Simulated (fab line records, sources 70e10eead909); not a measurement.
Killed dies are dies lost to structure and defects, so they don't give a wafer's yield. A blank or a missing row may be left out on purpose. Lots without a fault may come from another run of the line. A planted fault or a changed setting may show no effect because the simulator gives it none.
Chamber matching | flow nand_harc | NHARC_P_M1_DEP_33 on pecvd-03: 3 sister chambers
The step deposits SiCN, target thk 30 nm. 24 wafers are shown with their chamber, then 12 later ones without.

WAFERS WITH THEIR CHAMBER
wafer  | chamber | heater_power_w (W)
L074.1 | 1       | 647
L074.2 | 2       | 532
L074.6 | 2       | 547
L075.2 | 2       | 541
L075.3 | 0       | 629
L075.4 | 2       | 540
L076.1 | 1       | 651
L076.2 | 2       | 522
L076.5 | 1       | 662
L077.2 | 2       | 521
L077.4 | 0       | 635
L077.6 | 1       | 669
L082.1 | 2       | 612
L082.3 | 0       | 657
L082.5 | 0       | 648
L084.3 | 1       | 694
L084.5 | 0       | 579
L084.6 | 2       | 576
L086.2 | 0       | 622
L086.3 | 1       | 609
L086.6 | 0       | 630
L088.4 | 1       | 686
L088.5 | 2       | 565
L088.6 | 0       | 659

SIGNATURES (means of the wafers above)
reading        | chamber 0 | chamber 1 | chamber 2 | scatter within a chamber
heater_power_w | 632.38    | 659.71    | 550.67    | 27.8
Rule: a wafer's distance from a chamber is the root of the sum, over the readings, of the square of ((its reading less the chamber's mean) divided by the reading's scatter). The wafer belongs to the nearest chamber; if the next one is less than 2 further off, it can't be placed. The scatter: the root of (the sum of the squares of (reading less its chamber's mean) over the shown wafers, divided by (wafers less chambers)).

WAFERS WITHOUT THEIR CHAMBER
wafer  | heater_power_w (W)
L087.1 | 596
L087.5 | 583
L087.6 | 628
L089.1 | 667
L089.3 | 535
L089.4 | 519
L090.2 | 671
L090.3 | 585
L090.6 | 677
L096.1 | 600
L096.3 | 642
L096.4 | 673

WHICH CHAMBER EACH WENT THROUGH
wafer  | from the rows above          | in truth
L087.1 | can't be placed: 0 or 2 or 1 | 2
L087.5 | can't be placed: 2 or 0 or 1 | 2
L087.6 | can't be placed: 0 or 1      | 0
L089.1 | can't be placed: 1 or 0      | 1
L089.3 | 2                            | 2
L089.4 | 2                            | 2
L090.2 | can't be placed: 1 or 0      | 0
L090.3 | can't be placed: 2 or 0 or 1 | 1
L090.6 | can't be placed: 1 or 0      | 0
L096.1 | can't be placed: 0 or 2 or 1 | 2
L096.3 | can't be placed: 0 or 1      | 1
L096.4 | can't be placed: 1 or 0      | 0
Placed correctly: 2 of 12. Can't be placed from these rows: 10 (the true chamber is among the candidates in 10). Placed wrongly: 0.
